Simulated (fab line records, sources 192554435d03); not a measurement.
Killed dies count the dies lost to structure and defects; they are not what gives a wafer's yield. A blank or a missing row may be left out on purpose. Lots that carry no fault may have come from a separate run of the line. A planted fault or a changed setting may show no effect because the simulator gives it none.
Chamber matching || flow n5-finfet || ald-sin-03 running N5_GATE_CUT_SAC_CAP_01: 4 sister chambers
The step material SiNx, target thk 24 nm, pulse time 1 s, ald cycles 480. 4 wafers are shown with their chamber, then 9 later ones without.

== EACH WAFER AND ITS CHAMBER ==
{"wafer": "L080.3", "chamber": 2, "heater-power-w (W)": 810}
{"wafer": "L083.1", "chamber": 0, "heater-power-w (W)": 841}
{"wafer": "L083.3", "chamber": 3, "heater-power-w (W)": 811}
{"wafer": "L083.4", "chamber": 1, "heater-power-w (W)": 884}

== WAFERS MISSING THEIR CHAMBER ==
{"wafer": "L087.1", "heater-power-w (W)": 813}
{"wafer": "L087.4", "heater-power-w (W)": 818}
{"wafer": "L087.5", "heater-power-w (W)": 825}
{"wafer": "L090.2", "heater-power-w (W)": 839}
{"wafer": "L090.4", "heater-power-w (W)": 823}
{"wafer": "L090.6", "heater-power-w (W)": 839}
{"wafer": "L094.2", "heater-power-w (W)": 860}
{"wafer": "L094.4", "heater-power-w (W)": 859}
{"wafer": "L094.6", "heater-power-w (W)": 809}

== THE CHAMBER EACH PASSED THROUGH ==
{"wafer": "L087.1", "from the rows above": "can't be placed: 3 or 2", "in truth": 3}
{"wafer": "L087.4", "from the rows above": "can't be placed: 3 or 2 or 0", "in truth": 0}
{"wafer": "L087.5", "from the rows above": "can't be placed: 3 or 2 or 0", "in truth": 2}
{"wafer": "L090.2", "from the rows above": 0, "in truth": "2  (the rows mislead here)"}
{"wafer": "L090.4", "from the rows above": "can't be placed: 3 or 2 or 0", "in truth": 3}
{"wafer": "L090.6", "from the rows above": 0, "in truth": 0}
{"wafer": "L094.2", "from the rows above": "can't be placed: 0 or 1", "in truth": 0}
{"wafer": "L094.4", "from the rows above": "can't be placed: 0 or 1", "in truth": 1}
{"wafer": "L094.6", "from the rows above": "can't be placed: 2 or 3", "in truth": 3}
Correctly placed: 1 of 9. Not placeable from these rows: 7 (in 7, the candidates include the true chamber). 1 placed wrongly.
How it was worked out, from the rows above alone: a wafer's distance from a chamber is the root of the sum, over the readings, of the square of ((its reading less the chamber's mean) divided by the reading's scatter). The wafer belongs to the nearest chamber; if the next one is less than 2 further off, it can't be placed. The mean given for a chamber averages the wafers shown for that chamber. The scatter: with one shown wafer a chamber, the root of the mean of the squares of how far each hidden wafer lies from its nearest shown one.
